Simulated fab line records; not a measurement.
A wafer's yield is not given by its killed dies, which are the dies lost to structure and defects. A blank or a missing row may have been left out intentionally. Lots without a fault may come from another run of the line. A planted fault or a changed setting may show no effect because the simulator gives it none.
The tool behind it: which one? / flow nandHarc / 12 lots, 36 wafers sampled, at 4 steps of a route of 1159

WHAT THE GAUGES SHOWED, per wafer
NHARC_A_ZERO_WELL_INSPECT_17.
lot=L965; measured=day 6 20:44; on=defectInspect-01; rawDefectCount=12 4 4
lot=L970; measured=day 7 14:13; on=defectInspect-01; rawDefectCount=7 4 10
lot=L971; measured=day 8 11:00; on=defectInspect-01; rawDefectCount=7 5 14
lot=L972; measured=day 8 11:17; on=defectInspect-01; rawDefectCount=10 22 9
lot=L974; measured=day 8 23:13; on=defectInspect-02; rawDefectCount=18 11 7
lot=L976; measured=day 9 22:11; on=defectInspect-01; rawDefectCount=6 10 3
lot=L979; measured=day 9 22:51; on=defectInspect-02; rawDefectCount=5 7 9
lot=L981; measured=day 10 07:58; on=defectInspect-01; rawDefectCount=3 7 5
lot=L982; measured=day 11 05:23; on=defectInspect-01; rawDefectCount=10 6 17
lot=L984; measured=day 11 06:17; on=defectInspect-02; rawDefectCount=7 7 3
lot=L988; measured=day 12 01:08; on=defectInspect-02; rawDefectCount=3 4 3
lot=L987; measured=day 12 02:11; on=defectInspect-02; rawDefectCount=7 3 9

TOOL THAT RAN EACH LOT (tool first, then ch and the chambers of the sampled wafers, then the start)
lot=L965; NHARC_P_BONDPAD_ETCH_24=rieDiel-13 ch 0,1,2, day 6 15:53; NHARC_A_ZERO_WELL_SOFTBAKE_05=lithoTrack-03 ch 0, day 6 18:00; NHARC_A_ZERO_WELL_ETCH_19=rieDiel-07 ch 0,1,2, day 6 19:30
lot=L970; NHARC_P_BONDPAD_ETCH_24=rieDiel-13 ch 0,1,3, day 7 12:00 or earlier; NHARC_A_ZERO_WELL_SOFTBAKE_05=lithoTrack-02 ch 0, day 7 12:00; NHARC_A_ZERO_WELL_ETCH_19=rieDiel-07 ch 0,1,3, day 7 12:57
lot=L971; NHARC_P_BONDPAD_ETCH_24=rieDiel-09 ch 0,2,3, day 8 09:00 or earlier; NHARC_A_ZERO_WELL_SOFTBAKE_05=lithoTrack-02 ch 0, day 8 09:00; NHARC_A_ZERO_WELL_ETCH_19=rieDiel-02 ch 0,1,2, day 8 09:47
lot=L972; NHARC_P_BONDPAD_ETCH_24=rieDiel-11 ch 0,2,3, day 8 09:00 or earlier; NHARC_A_ZERO_WELL_SOFTBAKE_05=lithoTrack-03 ch 0, day 8 09:00; NHARC_A_ZERO_WELL_ETCH_19=rieDiel-07 ch 0,1,3, day 8 10:04
lot=L974; NHARC_P_BONDPAD_ETCH_24=rieDiel-13 ch 1,2,3, day 8 21:00 or earlier; NHARC_A_ZERO_WELL_SOFTBAKE_05=lithoTrack-03 ch 0, day 8 21:00; NHARC_A_ZERO_WELL_ETCH_19=rieDiel-04 ch 0,2,3, day 8 21:59
lot=L976; NHARC_P_BONDPAD_ETCH_24=rieDiel-11 ch 0,2, day 9 20:00 or earlier; NHARC_A_ZERO_WELL_SOFTBAKE_05=lithoTrack-07 ch 0, day 9 20:00; NHARC_A_ZERO_WELL_ETCH_19=rieDiel-02 ch 0,1, day 9 20:49
lot=L979; NHARC_P_BONDPAD_ETCH_24=rieDiel-13 ch 1,2, day 9 20:00 or earlier; NHARC_A_ZERO_WELL_SOFTBAKE_05=lithoTrack-07 ch 0, day 9 20:00; NHARC_A_ZERO_WELL_ETCH_19=rieDiel-04 ch 0,1,2, day 9 21:37
lot=L981; NHARC_P_BONDPAD_ETCH_24=rieDiel-13 ch 1,2, day 10 06:00 or earlier; NHARC_A_ZERO_WELL_SOFTBAKE_05=lithoTrack-07 ch 0, day 10 06:00; NHARC_A_ZERO_WELL_ETCH_19=rieDiel-07 ch 1,2,3, day 10 06:44
lot=L982; NHARC_P_BONDPAD_ETCH_24=rieDiel-09 ch 0,2, day 11 03:00 or earlier; NHARC_A_ZERO_WELL_SOFTBAKE_05=lithoTrack-02 ch 0, day 11 03:00; NHARC_A_ZERO_WELL_ETCH_19=rieDiel-02 ch 0,2, day 11 04:09
lot=L984; NHARC_P_BONDPAD_ETCH_24=rieDiel-09 ch 0,1, day 11 04:00 or earlier; NHARC_A_ZERO_WELL_SOFTBAKE_05=lithoTrack-03 ch 0, day 11 04:00; NHARC_A_ZERO_WELL_ETCH_19=rieDiel-04 ch 0,3, day 11 05:03
lot=L988; NHARC_P_BONDPAD_ETCH_24=rieDiel-13 ch 1,2,3, day 11 22:00 or earlier; NHARC_A_ZERO_WELL_SOFTBAKE_05=lithoTrack-02 ch 0, day 11 22:00; NHARC_A_ZERO_WELL_ETCH_19=rieDiel-07 ch 0,2,3, day 11 23:39
lot=L987; NHARC_P_BONDPAD_ETCH_24=rieDiel-11 ch 1,2,3, day 12 00:00 or earlier; NHARC_A_ZERO_WELL_SOFTBAKE_05=lithoTrack-03 ch 0, day 12 00:00; NHARC_A_ZERO_WELL_ETCH_19=rieDiel-07 ch 0,1,3, day 12 00:52
- NHARC_P_BONDPAD_ETCH_24: etches the open film in CF4/N2, target depth 30 nm, time 72.99 s.
- NHARC_A_ZERO_WELL_SOFTBAKE_05: time 70 s.
- NHARC_A_ZERO_WELL_ETCH_19: etches the open film in N2/H2, target depth 80 nm, overetch 24 nm, time 87.88 s.

WHAT THE TOOLS THEMSELVES READ (means of the sampled wafers that have a number; where no wafer has one, the mark that the record gives instead)
NHARC_P_BONDPAD_ETCH_24.
lot=L965; tool=rieDiel-13; drypumpMotorCurrentA (A)=5.5; oesProductAu (a.u.)=0.997; rfVppV (V)=314.5; showerheadPlenumPTorr (Torr)=2.63; throttleValvePct (%)=19.796
lot=L970; tool=rieDiel-13; drypumpMotorCurrentA (A)=5.8; oesProductAu (a.u.)=0.997; rfVppV (V)=315.1; showerheadPlenumPTorr (Torr)=2.69; throttleValvePct (%)=19.793
lot=L971; tool=rieDiel-09; drypumpMotorCurrentA (A)=5.2; oesProductAu (a.u.)=0.997; rfVppV (V)=313.7; showerheadPlenumPTorr (Torr)=2.57; throttleValvePct (%)=19.799
lot=L972; tool=rieDiel-11; drypumpMotorCurrentA (A)=6.1; oesProductAu (a.u.)=0.997; rfVppV (V)=313.5; showerheadPlenumPTorr (Torr)=2.60; throttleValvePct (%)=19.793
lot=L974; tool=rieDiel-13; drypumpMotorCurrentA (A)=5.7; oesProductAu (a.u.)=1.001; rfVppV (V)=315.0; showerheadPlenumPTorr (Torr)=2.62; throttleValvePct (%)=19.794
lot=L976; tool=rieDiel-11; drypumpMotorCurrentA (A)=5.9; oesProductAu (a.u.)=1.003; rfVppV (V)=315.8; showerheadPlenumPTorr (Torr)=2.67; throttleValvePct (%)=19.801
lot=L979; tool=rieDiel-13; drypumpMotorCurrentA (A)=5.5; oesProductAu (a.u.)=0.996; rfVppV (V)=314.1; showerheadPlenumPTorr (Torr)=2.56; throttleValvePct (%)=19.783
lot=L981; tool=rieDiel-13; drypumpMotorCurrentA (A)=5.5; oesProductAu (a.u.)=1.003; rfVppV (V)=312.7; showerheadPlenumPTorr (Torr)=2.56; throttleValvePct (%)=19.795
lot=L982; tool=rieDiel-09; drypumpMotorCurrentA (A)=4.9; oesProductAu (a.u.)=1.002; rfVppV (V)=314.0; showerheadPlenumPTorr (Torr)=2.62; throttleValvePct (%)=19.800
lot=L984; tool=rieDiel-09; drypumpMotorCurrentA (A)=4.9; oesProductAu (a.u.)=1.000; rfVppV (V)=313.6; showerheadPlenumPTorr (Torr)=2.61; throttleValvePct (%)=19.788
lot=L988; tool=rieDiel-13; drypumpMotorCurrentA (A)=5.7; oesProductAu (a.u.)=1.001; rfVppV (V)=315.4; showerheadPlenumPTorr (Torr)=2.62; throttleValvePct (%)=19.786
lot=L987; tool=rieDiel-11; drypumpMotorCurrentA (A)=6.2; oesProductAu (a.u.)=0.995; rfVppV (V)=313.8; showerheadPlenumPTorr (Torr)=2.61; throttleValvePct (%)=19.800

NHARC_A_ZERO_WELL_SOFTBAKE_05.
lot=L965; tool=lithoTrack-03; heaterPowerTotalW (W)=200.6
lot=L970; tool=lithoTrack-02; heaterPowerTotalW (W)=202.5
lot=L971; tool=lithoTrack-02; heaterPowerTotalW (W)=201.7
lot=L972; tool=lithoTrack-03; heaterPowerTotalW (W)=201.1
lot=L974; tool=lithoTrack-03; heaterPowerTotalW (W)=201.6
lot=L976; tool=lithoTrack-07; heaterPowerTotalW (W)=201.4
lot=L979; tool=lithoTrack-07; heaterPowerTotalW (W)=200.8
lot=L981; tool=lithoTrack-07; heaterPowerTotalW (W)=205.8
lot=L982; tool=lithoTrack-02; heaterPowerTotalW (W)=200.9
lot=L984; tool=lithoTrack-03; heaterPowerTotalW (W)=199.0
lot=L988; tool=lithoTrack-02; heaterPowerTotalW (W)=201.8
lot=L987; tool=lithoTrack-03; heaterPowerTotalW (W)=201.2

NHARC_A_ZERO_WELL_ETCH_19.
lot=L965; tool=rieDiel-07; drypumpMotorCurrentA (A)=5.5; oesProductAu (a.u.)=0.984; rfVppV (V)=430.8; showerheadPlenumPTorr (Torr)=2.03; throttleValvePct (%)=14.177
lot=L970; tool=rieDiel-07; drypumpMotorCurrentA (A)=5.2; oesProductAu (a.u.)=0.996; rfVppV (V)=431.3; showerheadPlenumPTorr (Torr)=2.04; throttleValvePct (%)=14.167
lot=L971; tool=rieDiel-02; drypumpMotorCurrentA (A)=5.9; oesProductAu (a.u.)=1.005; rfVppV (V)=430.3; showerheadPlenumPTorr (Torr)=2.04; throttleValvePct (%)=14.165
lot=L972; tool=rieDiel-07; drypumpMotorCurrentA (A)=5.2; oesProductAu (a.u.)=0.997; rfVppV (V)=429.8; showerheadPlenumPTorr (Torr)=2.04; throttleValvePct (%)=14.167
lot=L974; tool=rieDiel-04; drypumpMotorCurrentA (A)=5.8; oesProductAu (a.u.)=1.001; rfVppV (V)=430.0; showerheadPlenumPTorr (Torr)=2.02; throttleValvePct (%)=14.173
lot=L976; tool=rieDiel-02; drypumpMotorCurrentA (A)=5.8; oesProductAu (a.u.)=1.001; rfVppV (V)=429.7; showerheadPlenumPTorr (Torr)=2.00; throttleValvePct (%)=14.169
lot=L979; tool=rieDiel-04; drypumpMotorCurrentA (A)=5.4; oesProductAu (a.u.)=0.999; rfVppV (V)=431.8; showerheadPlenumPTorr (Torr)=2.08; throttleValvePct (%)=14.176
lot=L981; tool=rieDiel-07; drypumpMotorCurrentA (A)=5.6; oesProductAu (a.u.)=0.996; rfVppV (V)=431.9; showerheadPlenumPTorr (Torr)=2.08; throttleValvePct (%)=14.173
lot=L982; tool=rieDiel-02; drypumpMotorCurrentA (A)=5.5; oesProductAu (a.u.)=0.999; rfVppV (V)=428.9; showerheadPlenumPTorr (Torr)=2.01; throttleValvePct (%)=14.179
lot=L984; tool=rieDiel-04; drypumpMotorCurrentA (A)=5.5; oesProductAu (a.u.)=1.003; rfVppV (V)=429.2; showerheadPlenumPTorr (Torr)=1.99; throttleValvePct (%)=14.169
lot=L988; tool=rieDiel-07; drypumpMotorCurrentA (A)=5.8; oesProductAu (a.u.)=1.004; rfVppV (V)=432.6; showerheadPlenumPTorr (Torr)=2.13; throttleValvePct (%)=14.173
lot=L987; tool=rieDiel-07; drypumpMotorCurrentA (A)=5.2; oesProductAu (a.u.)=1.007; rfVppV (V)=430.0; showerheadPlenumPTorr (Torr)=2.04; throttleValvePct (%)=14.166

THE ANSWER, worked out from the rows above alone
Rule: the usual values come from the lots themselves. The widest of any qualifying gaps counts: lots, ordered by their means at a reading, are off when they make up no more than a third of the lots, leave a main group of 4 or more, and stand apart from it by 3 or more times the standard deviation of that group's means. If all means in a main group match to the digits the tables above print for the reading, that group is not used. A lot without any number at a reading at which 4 lots or more have one is off too. The other lots that the step has rows for count as sound. After the gauges, taken in route order, come the tools' own readings; for these a lot's mean is taken, as printed above. The first step at which some lot is off is used, and at that step the reading that is off furthest; a lot without a number counts as furthest.
Off: L981, at NHARC_A_ZERO_WELL_SOFTBAKE_05 (heaterPowerTotalW). The main group: mean 201.1 W, standard deviation 0.85.
A tool fits if, at that step or a process step before it, it ran every lot that is off, and no sound lot after the first of them. With no start given for some of its lots, NHARC_P_BONDPAD_ETCH_24 uses the hours and lot order of NHARC_A_ZERO_WELL_SOFTBAKE_05. One candidate fits, namely lithoTrack-07 at NHARC_A_ZERO_WELL_SOFTBAKE_05. A fault onset in the window from L976 (day 9 20:00, its last sound lot) to L981 (day 10 06:00, its first lot off) fits.
On the lots that are off, the tool's own readings at NHARC_A_ZERO_WELL_SOFTBAKE_05 differ by more than 5 times the standard deviation of the sound lots' means, which bears it out; heaterPowerTotalW reads 205.8 W there versus 201.1 W on the sound lots.

WHAT THE SIMULATOR HAD PUT IN
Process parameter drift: lithoTrack-07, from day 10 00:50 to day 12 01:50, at NHARC_A_ZERO_WELL_SOFTBAKE_05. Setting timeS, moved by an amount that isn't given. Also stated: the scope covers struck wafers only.
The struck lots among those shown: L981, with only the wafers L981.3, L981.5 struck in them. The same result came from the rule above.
